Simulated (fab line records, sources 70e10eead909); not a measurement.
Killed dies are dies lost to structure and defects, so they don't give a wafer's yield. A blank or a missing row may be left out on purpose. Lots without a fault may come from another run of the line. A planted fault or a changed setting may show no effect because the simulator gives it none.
A struck lot beside a sound one | flow nand_harc | 15 steps out of a route of 1302
Sound: wafers L117.1, L117.2, L117.6. Struck: wafers L130.1, L130.3, L130.6. The cause comes at the end.
At each step with rows: each side's tool, then ch and its chambers, then its first start. Under that, the readings that differ: sound wafers | struck wafers | difference of the means | sigmas: that difference in standard deviations of wafers without a fault.
alike: readings whose means differ by less than 2 such deviations, and words and numbers that are the same on both sides. not compared: withheld readings, readings that some wafer has no value for, bounds like >300 that may hide the same value, and numbers for which the record gives no deviation and whose values overlap.
The two part at a step that has a row with sigmas, a row that says differs or no value, or rows on one side only. Numbers that don't overlap but have no deviation are shown without sigmas and don't part them. A reading that every wafer of one side lacks parts them only if that side has two wafers or more.

first, 8 steps without rows for these wafers: NHARC_A_M0_HMDS_02 (time 30 s); NHARC_A_M0_COAT_33 (time 65 s); NHARC_A_M0_COAT_03 (resist thk 90 nm); NHARC_A_M0_SOFTBAKE_04 (time 55 s); NHARC_A_M0_EBR_05; NHARC_A_M0_EXPOSE_06 (exposes mask A M0, target cd 80 nm); NHARC_A_M0_PEB_07 (peb time 65 s); NHARC_A_M0_DEVELOP_08 (develop time 35 s).
NHARC_A_M0_CD_MEAS_09: target cd 80 nm.
  sound on cd_sem-02 ch 0, day 25 17:55; struck on cd_sem-02 ch 0, day 30 17:02
  alike: cd_nm
NHARC_A_M0_OVL_MEAS_10: pitch 160 nm.
  sound on overlay-01, day 25 18:00; struck on overlay-02, day 30 17:08
  reading           | sound       | struck         | difference | sigmas
  overlay_y_nm (nm) | 1.6 1.4 1.3 | -1.2 -1.3 -1.5 | -2.8       | -3
  alike: overlay_x_nm
NHARC_A_M0_INSPECT_11:
  sound on defect_inspect-02, day 25 18:02; struck on defect_inspect-01, day 30 17:10
  reading          | sound       | struck   | difference | sigmas
  raw_defect_count | 173 116 150 | 40 32 25 | -114       | -3
NHARC_A_M0_DESCUM_14: chemistry O2, time 3 s.
  sound on rie_diel-08 ch 0,2, day 25 18:06; struck on rie_diel-09 ch 1,2, day 30 17:14
  alike: chamber_pressure_mTorr, drypump_motor_current_A, mfc_ar_sccm, oes_product_au, rf_vpp_V, showerhead_plenum_p_Torr, throttle_valve_pct
  not compared: rf_hours_counter_h
NHARC_A_M0_ETCH_34: etches the open film in N2/H2, target depth 40 nm, overetch 12 nm, time 43.94 s.
  sound on rie_diel-08 ch 0,2, day 25 18:11; struck on rie_diel-09 ch 0,3, day 30 17:19
  no value came back on the struck wafers for any of 10 readings (bias_w (W), chamber_pressure_mTorr (mTorr) and others); on the sound wafers bias_w (W) reads 150.1 150.1 150.4
  not compared: rf_hours_counter_h
NHARC_A_M0_ETCH_15: etches the open film in C4F8/Ar, target depth 150 nm, overetch 15 nm, time 82.5 s.
  sound on rie_diel-08 ch 1,2,3; struck on rie_diel-09 ch 1,2,3, day 30 17:25
  alike: bias_w, chamber_pressure_mTorr, oes_product_au, rf_fwd_power_W, rf_vpp_V
  not compared: rf_hours_counter_h
NHARC_END_SORT_01:
  the record has rows for the struck wafers here (prober-01 ch 0, day 32 11:40) and none for the sound ones

WHERE THEY PART
First at NHARC_A_M0_OVL_MEAS_10; last, within this record, at NHARC_END_SORT_01.

WHY: what the simulator had put in
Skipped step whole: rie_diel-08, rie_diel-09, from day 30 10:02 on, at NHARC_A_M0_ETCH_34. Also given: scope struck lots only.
